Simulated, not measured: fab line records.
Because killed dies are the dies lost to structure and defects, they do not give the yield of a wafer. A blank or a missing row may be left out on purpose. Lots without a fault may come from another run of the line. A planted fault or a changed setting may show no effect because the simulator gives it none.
8D (eight disciplines) problem report, filled in by code + flow n5Finfet + the parts of the form that need people (team, actions taken, sign-off) are left out

1. THE ISSUE
Across 2 wafers from 2 lots, M4_ILD_THK at N5_BEOL_M4_THK_MEAS_01 averages 38.8 nm, while fault-free wafers read 79.0 nm with a standard deviation of 0.95. That is -42 standard deviations from the usual mean.
Earliest sighting: wafer L701.5 on filmMetro-01 at day 10 20:20. Wafers with a number at this step in the record: 39, from 14 lots. Rule for "out" (also "out of limits"): further than 4 standard deviations from the usual mean. The other wafers with a number count as sound.

2. WHAT THIS IS AND IS NOT
| question                    | is                | is not                                                                                             |
|-----------------------------|-------------------|----------------------------------------------------------------------------------------------------|
| which readings at this step | M4_ILD_THK        | -                                                                                                  |
| which lots                  | L701, L702        | L692, L693, L694, L695, L697, L698, L699, L708, L710, L712, L714, L715                             |
| which wafers of those lots  | L701.5, L702.5    | L701.3, L701.6, L702.2, L702.6                                                                     |
| read on which gauges        | filmMetro-01      | filmMetro-02                                                                                       |
| when                        | from day 10 20:20 | up to then (21 sound wafers); but 16 sound wafers of L702, L708, L710, L712, L714, L715 came after |

3. SUSPECTS, AND WHAT RULES EACH OUT
Counting: a tool at a process step up to the reading stays a suspect if it ran every lot that is out. Sound lots after the first of them don't rule it out here, since some wafers of a struck lot are sound.
- the gauge at N5_BEOL_M4_THK_MEAS_01: kept. All the wafers that are out were read on filmMetro-01, and no step on other tools shows them out.
- pecvd-03 at N5_BEOL_M4_ILD_DEP_00 (deposits SiOC from DEMS/O2, target thk 79 nm, time 15.3 s): kept. Every lot that is out went through it, the first being L701 (day 10 20:16); the last sound lot it ran before that was L698 (day 9 03:11).
- Within pecvd-03 at N5_BEOL_M4_ILD_DEP_00: the wafers that are out ran in chamber 1; their sound lot-mates ran in chambers 0, 2.
What counting leaves: pecvd-03 at N5_BEOL_M4_ILD_DEP_00 and filmMetro-01 at N5_BEOL_M4_THK_MEAS_01.

4. THE CAUSE (what the simulator had put in)
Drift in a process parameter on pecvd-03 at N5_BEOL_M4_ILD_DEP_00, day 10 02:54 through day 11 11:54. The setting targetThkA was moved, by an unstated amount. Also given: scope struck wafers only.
This tool is one of the 2 suspects left after counting.

5. THE CHAIN OF EFFECTS, in route order
One row per reading whose mean, taken over the struck wafers that have a number, lies over 3 standard deviations from the usual. Only readings whose record carries a usual standard deviation are examined. hours: median over the lots of the time between each lot's start at the first step of this table that gives one and its start at this step. sigmas: the change, counted in usual standard deviations.
| hours | step                   | reading    | usual   | on struck wafers | change | sigmas |
|-------|------------------------|------------|---------|------------------|--------|--------|
| 0     | N5_BEOL_M4_THK_MEAS_01 | M4_ILD_THK | 79.0 nm | 38.8             | -40.2  | -42    |

6. HOW IT WOULD HAVE BEEN CAUGHT EARLIER
17 hours passed between the start of the fault at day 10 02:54 and the first reading out of limits at a measuring or inspecting step in this record, taken at day 10 20:20.
No tool reading at N5_BEOL_M4_ILD_DEP_00 that has a usual standard deviation in the record was out on any struck wafer, so an alarm limit of 4 standard deviations on those readings would not have fired.
L702, from the lots that are out (2), started N5_BEOL_M4_ILD_DEP_00 on pecvd-03 later than day 10 20:20. Holding the tool at that time would have saved it.
